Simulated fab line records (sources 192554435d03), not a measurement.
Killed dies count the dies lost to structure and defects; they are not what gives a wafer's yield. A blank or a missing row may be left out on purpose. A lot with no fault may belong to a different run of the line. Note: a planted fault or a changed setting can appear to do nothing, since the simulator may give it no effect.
The same fault as seen by 2 desks    flow n5_finfet    what lay behind the numbers comes last; until then each desk has only its own

## FOR THE TOOL OWNER'S DESK: ald_sin-03
The tool's own readings at N5_SPACER0_ALD_07 (deposits SiNx, target thk 2 nm): means of the sampled wafers that have a number, for each lot that ran on this tool. If a lot's mean is further than 4 standard deviations from the usual mean, the lot is out of limits and carries the mark OUT (the distance appears in the brackets).
Columns: A = heater_power_w at N5_SPACER0_ALD_07, usual 781 W
lot   first seen here  A
L486  day 4 17:29      779
L490  day 5 19:25      793
L491  day 6 00:07      814
This desk's finding: nothing out of limits on any of the 3 lots.

## AT THE METROLOGY DESK
What the gauges read for every lot (on any tool): the sampled wafers with a number, averaged. If a lot's mean is further than 4 standard deviations from the usual mean, the lot is out of limits and carries the mark OUT (the distance appears in the brackets). Readings shown: 7 of its 17, picked as those furthest out on some lot.
Columns: A = IOFF_N at N5_BEOL_M4_RC_MEAS_101, usual 0.18 nA/um; B = IOFF_N_85C at N5_BEOL_M4_RC_MEAS_101, usual 3.4 nA/um; C = IOFF_P at N5_BEOL_M4_RC_MEAS_101, usual 0.23 nA/um; D = IOFF_P_85C at N5_BEOL_M4_RC_MEAS_101, usual 3.9 nA/um; E = IOFF_P_LIN at N5_BEOL_M4_RC_MEAS_101, usual 0.107 nA/um; F = REXT_N at N5_BEOL_M4_RC_MEAS_101, usual 75.6 ohm.um; G = VT_P at N5_BEOL_M4_RC_MEAS_101, usual -249 mV
lot   first seen here  A     B    C     D    E      F     G
L486  day 9 11:20      0.15  3.1  0.22  3.7  0.101  77.3  -249
L490  day 10 16:36     0.21  3.9  0.34  5.4  0.153  74.7  -239
L491  day 10 22:11     0.27  4.9  0.29  4.9  0.133  72.5  -246
L501  day 13 10:43     0.20  3.7  0.26  4.5  0.118  76.5  -248
This desk's finding: nothing out of limits on any of the 4 lots.

## ALL TOGETHER
The tool owner's desk saw nothing out of limits.
From the metrology desk's view, nothing was out of limits.

## WHAT HAD BEEN PUT IN BY THE SIMULATOR
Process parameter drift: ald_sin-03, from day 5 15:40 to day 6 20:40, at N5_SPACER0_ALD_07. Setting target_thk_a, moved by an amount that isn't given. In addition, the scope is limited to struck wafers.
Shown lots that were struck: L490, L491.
